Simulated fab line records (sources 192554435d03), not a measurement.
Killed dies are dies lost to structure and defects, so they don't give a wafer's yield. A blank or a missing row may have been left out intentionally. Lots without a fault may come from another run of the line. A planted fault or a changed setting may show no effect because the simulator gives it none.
Split-lot study + flow n5 finfet + 21 wafers read from 7 lots, route of 1938 steps

## ON THE SPLIT
At N5_BEOL_M14_EXPOSE_07 (exposes mask V13), the setting dose mj was moved away from the recipe's 57 on 6 of the 21 wafers read, by -6.4% to -4.1%. All remaining wafers had this setting at the recipe value.

## FROM THE SPLIT TO THE READING: what the file shows between them, 3 steps
- N5_BEOL_M14_PEB_08: peb time 90 s
- N5_BEOL_M14_DEVELOP_09: develop time 45 s
- N5_BEOL_M14_HARDBAKE_14: time 120 s

## THE READING
Shown in nm: cd nm at N5_BEOL_M14_CD_MEAS_10, with target cd 250 nm. A value of 250.1 nm with a standard deviation of 2.3 nm is what fault-free wafers of this fab line usually give.

| wafer  | tool, chamber at the split | dose mj as run | against the recipe | cd nm, nm | against lot-mates on the recipe |
|--------|----------------------------|----------------|--------------------|-----------|---------------------------------|
| L077.2 | krf scanner-02, 0          | 57             | recipe             | 254.3     | -                               |
| L077.3 | krf scanner-02, 0          | 57             | recipe             | 253.9     | -                               |
| L077.4 | krf scanner-02, 0          | 53.64          | -5.9%              | 236.6     | -17.5                           |
| L079.2 | krf scanner-01, 0          | 57             | recipe             | 252.7     | -                               |
| L079.5 | krf scanner-01, 0          | 57             | recipe             | 245.6     | -                               |
| L079.6 | krf scanner-01, 0          | 54.64          | -4.1%              | 239.0     | -10.1                           |
| L078.1 | krf scanner-01, 0          | 57             | recipe             | 250.9     | -                               |
| L078.2 | krf scanner-01, 0          | 57             | recipe             | 251.1     | -                               |
| L078.6 | krf scanner-01, 0          | 57             | recipe             | 250.5     | -                               |
| L080.3 | krf scanner-01, 0          | 57             | recipe             | 250.4     | -                               |
| L080.4 | krf scanner-01, 0          | 57             | recipe             | 252.4     | -                               |
| L080.5 | krf scanner-01, 0          | 57             | recipe             | 253.8     | -                               |
| L083.2 | krf scanner-02, 0          | 57             | recipe             | 252.2     | -                               |
| L083.3 | krf scanner-02, 0          | 53.36          | -6.4%              | 237.2     | -15.0                           |
| L083.5 | krf scanner-02, 0          | 53.36          | -6.4%              | 241.0     | -11.2                           |
| L084.1 | krf scanner-01, 0          | 57             | recipe             | 247.7     | -                               |
| L084.2 | krf scanner-01, 0          | 57             | recipe             | 248.9     | -                               |
| L084.4 | krf scanner-01, 0          | 57             | recipe             | 248.5     | -                               |
| L085.2 | krf scanner-02, 0          | 54.33          | -4.7%              | 243.8     | -4.9                            |
| L085.5 | krf scanner-02, 0          | 57             | recipe             | 248.7     | -                               |
| L085.6 | krf scanner-02, 0          | 54.33          | -4.7%              | 240.2     | -8.5                            |

FIT RESULTS
A straight line over all 21 wafers: cd nm changes by +2.04 nm for each +1% of dose mj; r = +0.90; the points scatter about the line by 2.5 nm.
The same after taking each lot's own level away (the mean of its wafers on the recipe; 21 wafers): +2.13 nm for each +1%; r = +0.93; scatter 2.2 nm.
On that fit, the largest move of dose mj shifts the reading by 14 nm.
From 248.37 to 254.10 nm: that is the span of the lots' own levels, equal to 2.5 times the standard deviation above.
So the lot-to-lot level changes the slope little: the two slopes agree.
Check: for one of the wafers moved furthest among these (-6.4%), held out of the fit, the line's prediction against its lot-mates is -13.1 nm. It came out at -15 nm against them.

## OTHER SPLITS ON THESE WAFERS
Before the reading, these wafers also passed through other splits. Each is held against what the fit with the lots' levels taken away leaves over:
| other split on the same wafers     | wafers away from the commonest value | r with cd nm (lot level and that fit taken away) |
|------------------------------------|--------------------------------------|--------------------------------------------------|
| N5_BEOL_M9_DESCUM_16 time s        | 6                                    | +0.21                                            |
| N5_BEOL_M9_TRENCH_ETCH_37 source w | 5                                    | -0.56                                            |
| N5_BEOL_M11_PECVD_70 temp c        | 3                                    | -0.06                                            |
| N5_BEOL_M11_EXPOSE_08 dose mj      | 7                                    | -0.41                                            |
| N5_BEOL_M13_EXPOSE_07 dose mj      | 7                                    | +0.13                                            |

## THE FILE'S OWN FIT
cd nm changes by +2.27 nm for each +1% of dose mj, r = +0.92.
